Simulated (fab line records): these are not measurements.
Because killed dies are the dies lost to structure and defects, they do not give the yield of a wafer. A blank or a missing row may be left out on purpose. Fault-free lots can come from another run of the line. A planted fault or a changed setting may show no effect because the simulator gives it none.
Which of the tools did it? | flow n5 finfet | 24 wafers from 8 lots sampled at 7 of the route's 1938 steps

WHAT THE GAUGES READ, wafer by wafer
N5_GATE_CUT_THK_MEAS_24. Usual: GC_FILL_THK gives 219.4 nm (standard deviation 1.9).
lot  | measured     | on            | GC_FILL_THK (nm)  | flag
L398 | day 4 16:54  | film metro-01 | 219.4 216.8 219.4 |
L399 | day 5 03:52  | film metro-02 | 220.7 218.8 219.3 |
L404 | day 6 09:56  | film metro-02 | 219.1 220.4 222.4 |
L405 | day 6 11:58  | film metro-01 | 216.2 220.5 221.9 |
L406 | day 6 12:47  | film metro-01 | 218.9 220.6 221.2 |
L413 | day 8 08:52  | film metro-02 | 217.7 220.4 217.8 |
L419 | day 9 20:43  | film metro-02 | 221.9 219.5 222.8 |
L420 | day 10 08:35 | film metro-01 | 220.2 217.7 220.6 |

N5_GATE_CUT_INSPECT_26: inspects for defects (darkfield). Usual: raw defect count reads 40 (standard deviation 16).
lot  | measured     | on                | raw defect count | flag
L398 | day 4 17:38  | defect inspect-01 | 16 15 34         |
L399 | day 5 04:36  | defect inspect-02 | 27 23 34         |
L404 | day 6 10:41  | defect inspect-02 | 45 26 38         |
L405 | day 6 12:42  | defect inspect-02 | 31 51 27         |
L406 | day 6 13:32  | defect inspect-02 | 40 21 21         |
L413 | day 8 09:37  | defect inspect-02 | 26 1204 26       | OFF
L419 | day 9 21:27  | defect inspect-01 | 23 30 40         |
L420 | day 10 09:20 | defect inspect-02 | 48 79 72         |

N5_MOL_CONTACT_COAG_INSPECT_10: inspects for defects (brightfield). Usual: raw defect count reads 73 (standard deviation 26).
lot  | measured     | on                | raw defect count | flag
L398 | day 4 18:09  | defect inspect-01 | 36 34 54         |
L399 | day 5 05:07  | defect inspect-01 | 46 39 62         |
L404 | day 6 11:04  | defect inspect-01 | 69 42 53         |
L405 | day 6 13:13  | defect inspect-01 | 49 72 55         |
L406 | day 6 13:55  | defect inspect-02 | 78 44 42         |
L413 | day 8 10:08  | defect inspect-01 | 43 1267 54       | OFF
L419 | day 9 21:58  | defect inspect-01 | 65 44 68         |
L420 | day 10 09:44 | defect inspect-01 | 90 109 109       |

N5_BEOL_M4_RC_MEAS_101. Usual: DIBL_N 36.2 mV/V, standard deviation 1.2; DIBL_P 36.3 mV/V, standard deviation 1.3; IOFF_N 0.155 nA/um, standard deviation 0.019; IOFF_P 0.210 nA/um, standard deviation 0.029; ION_N 677 uA/um, standard deviation 8.6; ION_P 465 uA/um, standard deviation 6.8; SS_N 71.4 mV/dec, standard deviation 0.48; SS_P 73.2 mV/dec, standard deviation 0.53; VT_N 249.9 mV, standard deviation 2.4; VT_P -250 mV, standard deviation 3.2.
lot  | measured     | on        | DIBL_N (mV/V)  | DIBL_P (mV/V)  | IOFF_N (nA/um)    | IOFF_P (nA/um)    | ION_N (uA/um) | ION_P (uA/um) | SS_N (mV/dec)  | SS_P (mV/dec)  | VT_N (mV)         | VT_P (mV)      | flag
L398 | day 7 14:26  | prober-02 | 36.5 36.3 37.5 | 36.8 36.4 37.9 | 0.157 0.153 0.178 | 0.199 0.198 0.220 | 672 673 685   | 464 459 469   | 71.7 71.1 71.9 | 72.9 73.6 72.6 | 250.5 251.6 249.3 | -252 -250 -250 |
L399 | day 8 08:42  | prober-01 | 35.3 36.7 34.3 | 36.5 38.1 35.1 | 0.138 0.162 0.116 | 0.190 0.215 0.163 | 682 675 674   | 470 464 460   | 70.8 72.0 70.3 | 73.2 73.5 72.9 | 250.0 250.2 257.5 | -251 -249 -254 |
L404 | day 10 00:17 | prober-02 | 35.7 34.8 33.7 | 36.7 35.9 34.1 | 0.176 0.147 0.128 | 0.239 0.219 0.190 | 682 680 681   | 470 474 467   | 71.8 70.9 70.7 | 72.9 74.0 73.0 | 251.2 250.3 250.1 | -250 -252 -250 |
L405 | day 10 17:09 | prober-01 | 35.4 36.3 34.9 | 36.0 36.8 35.4 | 0.149 0.161 0.133 | 0.187 0.198 0.178 | 678 689 667   | 464 469 464   | 71.4 71.6 71.3 | 72.9 73.5 73.0 | 248.8 249.3 252.8 | -254 -252 -255 |
L406 | day 10 17:23 | prober-02 | 35.4 36.1 35.5 | 35.1 35.5 35.5 | 0.155 0.165 0.158 | 0.235 0.245 0.257 | 679 683 671   | 473 477 474   | 71.8 71.8 71.6 | 73.3 73.4 73.4 | 247.3 248.0 248.7 | -246 -244 -244 |
L413 | day 12 01:39 | prober-01 | 37.0 36.3 36.7 | 37.8 37.1 37.1 | 0.187 0.175 0.172 | 0.269 0.266 0.257 | 680 696 686   | 469 479 478   | 71.5 71.9 71.8 | 74.1 73.7 73.1 | 245.6 247.8 245.8 | -244 -247 -246 |
L419 | day 13 20:10 | prober-02 | 37.6 37.3 37.2 | 36.5 37.1 36.3 | 0.155 0.156 0.147 | 0.207 0.218 0.203 | 665 680 671   | 457 465 467   | 71.7 71.6 71.3 | 72.6 72.3 73.1 | 250.2 250.3 250.7 | -250 -249 -249 |
L420 | day 14 17:31 | prober-02 | 36.7 36.6 37.7 | 36.1 35.9 38.0 | 0.170 0.166 0.184 | 0.206 0.199 0.240 | 676 676 690   | 466 461 471   | 71.5 70.6 72.1 | 73.0 73.5 73.9 | 247.0 250.3 245.6 | -251 -252 -249 |

EACH LOT AND THE TOOL THAT RAN IT (in order: tool; ch and the chambers of the sampled wafers; start)
lot  | N5_GATE_CUT_STRIP_41              | N5_GATE_CUT_CMP_23           | N5_GATE_CUT_CMP_61
L398 | rie diel-05 ch 1,2,3, day 4 14:30 | cmp-04 ch 0,1,3, day 4 16:36 | cmp-03 ch 0,2,3, day 4 17:25
L399 | rie diel-06 ch 0,1,3, day 5 01:26 | cmp-03 ch 1,2, day 5 03:34   | cmp-02 ch 0,3, day 5 04:24
L404 | rie diel-03 ch 1,3, day 6 06:36   | cmp-04 ch 0,2, day 6 09:38   | cmp-03 ch 1,2, day 6 10:27
L405 | rie diel-03 ch 1,2, day 6 09:17   | cmp-02 ch 0,3, day 6 11:40   | cmp-03 ch 0,1, day 6 12:30
L406 | rie diel-03 ch 1,2,3, day 6 10:07 | cmp-04 ch 0,1, day 6 12:29   | cmp-03 ch 0,1,2, day 6 13:22
L413 | rie diel-06 ch 0,2,3, day 8 06:18 | cmp-03 ch 2,3, day 8 08:35   | cmp-03 ch 0,1,2, day 8 09:26
L419 | rie diel-06 ch 1,2,3, day 9 18:19 | cmp-04 ch 0,3, day 9 20:25   | cmp-02 ch 1,3, day 9 21:15
L420 | rie diel-05 ch 2,3, day 10 06:12  | cmp-03 ch 0,1, day 10 08:18  | cmp-04 ch 0,1,3, day 10 09:11
- N5_GATE_CUT_STRIP_41: strips in CF4.
- N5_GATE_CUT_CMP_23: polishes, stops on SiO2, t overpolish 23.4 s, target thk 16 nm.
- N5_GATE_CUT_CMP_61: polishes, stops on SiNx, t overpolish 3 s.

WHAT THE TOOLS THEMSELVES READ (means of the sampled wafers that have a number; where no wafer has one, the mark that the record gives instead)
N5_GATE_CUT_STRIP_41. Usual: drypump motor current A 5.5 A, standard deviation 0.37; oes product au 0.184 a.u., standard deviation 0.018; rf fwd power W 293.8 W, standard deviation 1.7; rf vpp V 271.2 V, standard deviation 1.2; showerhead plenum p Torr 1.80 Torr, standard deviation 0.041; throttle valve pct 13.56 %, standard deviation 0.25.
lot  | tool        | drypump motor current A (A) | oes product au (a.u.) | rf fwd power W (W) | rf vpp V (V) | showerhead plenum p Torr (Torr) | throttle valve pct (%) | flag
L398 | rie diel-05 | 5.4                         | 0.196                 | 292.6              | 271.1        | 1.79                            | 13.45                  |
L399 | rie diel-06 | 5.4                         | 0.167                 | 293.4              | 270.3        | 1.75                            | 13.81                  |
L404 | rie diel-03 | 5.2                         | 0.183                 | 296.4              | 271.4        | 1.80                            | 13.46                  |
L405 | rie diel-03 | 5.4                         | 0.184                 | 296.1              | 272.2        | 1.83                            | 13.35                  |
L406 | rie diel-03 | 5.4                         | 0.179                 | 294.0              | 271.4        | 1.82                            | 13.52                  |
L413 | rie diel-06 | 5.5                         | 0.172                 | 293.1              | 270.6        | 1.78                            | 13.80                  |
L419 | rie diel-06 | 5.6                         | 0.207                 | 294.6              | 272.7        | 1.82                            | 13.45                  |
L420 | rie diel-05 | 5.5                         | 0.178                 | 293.3              | 271.3        | 1.80                            | 13.54                  |

N5_GATE_CUT_CMP_23. Usual: motor current A 9.0 A, standard deviation 0.76; overpolish run s 23.399 s, standard deviation 0.0083; platen rpm 51.80 rpm, standard deviation 0.036; time to endpoint s 19.9 s, standard deviation 2.5.
lot  | tool   | motor current A (A) | overpolish run s (s) | platen rpm (rpm) | time to endpoint s (s) | flag
L398 | cmp-04 | 9.4                 | 23.398               | 51.81            | 18.4                   |
L399 | cmp-03 | 9.0                 | 23.399               | 51.80            | 17.9                   |
L404 | cmp-04 | 9.3                 | 23.398               | 51.81            | 20.9                   |
L405 | cmp-02 | 7.7                 | 23.401               | 51.76            | 17.4                   |
L406 | cmp-04 | 9.1                 | 23.395               | 51.83            | 17.4                   |
L413 | cmp-03 | 9.9                 | 23.393               | 51.82            | 24.3                   |
L419 | cmp-04 | 8.9                 | 23.396               | 51.79            | 19.5                   |
L420 | cmp-03 | 8.8                 | 23.396               | 51.78            | 23.4                   |

N5_GATE_CUT_CMP_61. Usual: motor current A 11.7 A, standard deviation 1.2; platen rpm 27.088 rpm, standard deviation 0.021.
lot  | tool   | motor current A (A) | platen rpm (rpm) | flag
L398 | cmp-03 | 12.1                | 27.095           |
L399 | cmp-02 | 10.2                | 27.130           |
L404 | cmp-03 | 12.0                | 27.082           |
L405 | cmp-03 | 12.0                | 27.105           |
L406 | cmp-03 | 11.9                | 27.085           |
L413 | cmp-03 | 11.4                | 27.086           |
L419 | cmp-02 | 11.7                | 27.075           |
L420 | cmp-04 | 12.1                | 27.079           |

THE ANSWER, worked out from the rows above alone
Rule: a lot counts as off when the mean over its wafers that have a number is more than 3 standard deviations away from the usual mean. Also off: a lot with no number at a reading for which 4 or more lots have one. Any other lot the step has rows for is counted as sound. The gauges are gone through in route order, then the tools' own readings, and for those a lot's mean is taken as printed above. At the first step where some lot is off, the reading lying furthest off is the one used; lots without a number count as furthest.
Off: L413, at N5_GATE_CUT_INSPECT_26 (raw defect count).
A tool fits if, at a process step before that reading, it ran every lot that is off, and no sound lot after the first of them. The gauges at N5_GATE_CUT_INSPECT_26 aren't tried: what is off there is off at N5_MOL_CONTACT_COAG_INSPECT_10 too, on other tools, and a gauge's error can't cause that. One fits: N5_GATE_CUT_CMP_61 on cmp-03. A fault onset in the window from L406 (day 6 13:22, its last sound lot) to L413 (day 8 09:26, its first lot off) fits.

WHAT WAS PUT IN BY THE SIMULATOR
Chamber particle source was cmp-03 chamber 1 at N5_GATE_CUT_CMP_61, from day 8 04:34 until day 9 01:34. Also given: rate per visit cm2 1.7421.
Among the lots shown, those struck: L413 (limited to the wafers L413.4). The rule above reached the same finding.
